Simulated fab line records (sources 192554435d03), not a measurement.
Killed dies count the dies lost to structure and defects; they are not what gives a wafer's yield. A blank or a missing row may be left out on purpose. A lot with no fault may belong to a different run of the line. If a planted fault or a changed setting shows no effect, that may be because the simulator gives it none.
What tool caused it? :: flow n5-finfet :: 60 wafers sampled from 20 lots at 1 step of a route of 1938

WHAT EACH GAUGE READ, for each wafer
N5_WELL_APT_OVL_MEAS_26. Usual: for PWELL_OVL the level is 3 nm and the standard deviation is 4.
lot: L075
measured: day 2 02:58
on: overlay-02
PWELL_OVL (nm): 3 5 9
flag: 

lot: L076
measured: day 2 03:12
on: overlay-02
PWELL_OVL (nm): 6 7 8
flag: 

lot: L077
measured: day 2 09:35
on: overlay-02
PWELL_OVL (nm): 0 1 -1
flag: 

lot: L078
measured: day 2 14:50
on: overlay-01
PWELL_OVL (nm): -1 8 2
flag: 

lot: L079
measured: day 2 21:01
on: overlay-02
PWELL_OVL (nm): 1 5 5
flag: 

lot: L080
measured: day 3 02:46
on: overlay-01
PWELL_OVL (nm): 2 -3 4
flag: 

lot: L081
measured: day 3 08:56
on: overlay-02
PWELL_OVL (nm): 5 -1 5
flag: 

lot: L082
measured: day 3 14:43
on: overlay-01
PWELL_OVL (nm): 4 -1 -3
flag: 

lot: L083
measured: day 3 21:28
on: overlay-02
PWELL_OVL (nm): 1 6 5
flag: 

lot: L084
measured: day 4 02:43
on: overlay-02
PWELL_OVL (nm): -6 3 6
flag: 

lot: L085
measured: day 4 08:43
on: overlay-02
PWELL_OVL (nm): 0 -2 4
flag: 

lot: L086
measured: day 4 16:07
on: overlay-02
PWELL_OVL (nm): 2 -2 5
flag: 

lot: L087
measured: day 4 21:16
on: overlay-02
PWELL_OVL (nm): 6 8 5
flag: 

lot: L088
measured: day 5 03:20
on: overlay-01
PWELL_OVL (nm): -4 8 3
flag: 

lot: L089
measured: day 5 10:20
on: overlay-01
PWELL_OVL (nm): 9 0 5
flag: 

lot: L090
measured: day 5 14:44
on: overlay-01
PWELL_OVL (nm): 7 9 10
flag: 

lot: L093
measured: day 6 09:06
on: overlay-01
PWELL_OVL (nm): -2 0 3
flag: 

lot: L094
measured: day 6 15:26
on: overlay-02
PWELL_OVL (nm): 5 7 3
flag: 

lot: L095
measured: day 6 21:14
on: overlay-01
PWELL_OVL (nm): 0 -1 -3
flag: 

lot: L097
measured: day 7 11:50
on: overlay-02
PWELL_OVL (nm): 3 -1 6
flag: 

EACH LOT AND THE TOOL THAT RAN IT (in order: tool; ch and the chambers of the sampled wafers; start)
Before these readings, the record contains no process step.

WHAT THE TOOLS THEMSELVES READ (means of the sampled wafers that have a number; where no wafer has one, the mark that the record gives instead)
The record holds no such reading with a usual standard deviation.

THE ANSWER, worked out from the rows above alone
Rule: lot off if the mean of its wafers having a number is beyond 3 standard deviations from the usual mean. Also off: a lot with no number at a reading for which 4 or more lots have one. Where the step has rows for the other lots, those lots are counted as sound. After the gauges, taken in route order, come the tools' own readings; for these a lot's mean is taken, as printed above. The first step at which some lot is off is used, and at that step the reading that is off furthest; a lot without a number counts as furthest.
Across all readings shown, no lot is off: no conclusion can be drawn from this.

WHAT THE SIMULATOR PUT IN
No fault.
